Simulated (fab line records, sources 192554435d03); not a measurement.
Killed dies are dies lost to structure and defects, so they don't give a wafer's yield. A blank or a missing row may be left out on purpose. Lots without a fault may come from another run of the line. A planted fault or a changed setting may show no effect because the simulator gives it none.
Chamber matching | flow n5_finfet | N5_DUMMY_GATE_ETCH_42 on rie_diel-03: 4 sister chambers
The step etches SiO2 in CHF3/O2, target depth 3.5 nm, time 31 s. 8 wafers are shown with their chamber, then 7 later ones without.

WAFERS WITH THEIR CHAMBER
wafer  | chamber | drypump_motor_current_A (A) | throttle_valve_pct (%)
L080.1 | 3       | 4.9                         | 19.05
L080.3 | 1       | 6.4                         | 18.75
L080.6 | 3       | 4.9                         | 19.06
L086.2 | 2       | 5.4                         | 18.90
L086.4 | 0       | 6.0                         | 18.61
L086.6 | 2       | 5.4                         | 18.92
L091.1 | 0       | 6.0                         | 18.62
L091.4 | 1       | 6.5                         | 18.79

WAFERS WITHOUT THEIR CHAMBER
wafer  | drypump_motor_current_A (A) | throttle_valve_pct (%)
L091.5 | 6.4                         | 18.79
L093.3 | 6.0                         | 18.63
L093.4 | 5.4                         | 18.92
L093.6 | 5.4                         | 18.93
L097.1 | 4.9                         | 19.11
L097.4 | 6.0                         | 18.64
L097.6 | 4.9                         | 19.10

WHICH CHAMBER EACH WENT THROUGH
wafer  | from the rows above | in truth
L091.5 | 1                   | 1
L093.3 | 0                   | 0
L093.4 | 2                   | 2
L093.6 | 2                   | 2
L097.1 | 3                   | 3
L097.4 | 0                   | 0
L097.6 | 3                   | 3
Placed correctly: 7 of 7. Can't be placed from these rows: 0. Placed wrongly: 0.
How it was worked out, from the rows above alone: a wafer's distance from a chamber is the root of the sum, over the readings, of the square of ((its reading less the chamber's mean) divided by the reading's scatter). The wafer belongs to the nearest chamber; if the next one is less than 2 further off, it can't be placed. A chamber's mean is the mean of its shown wafers. The scatter: the root of (the sum of the squares of (reading less its chamber's mean) over the shown wafers, divided by (wafers less chambers)).
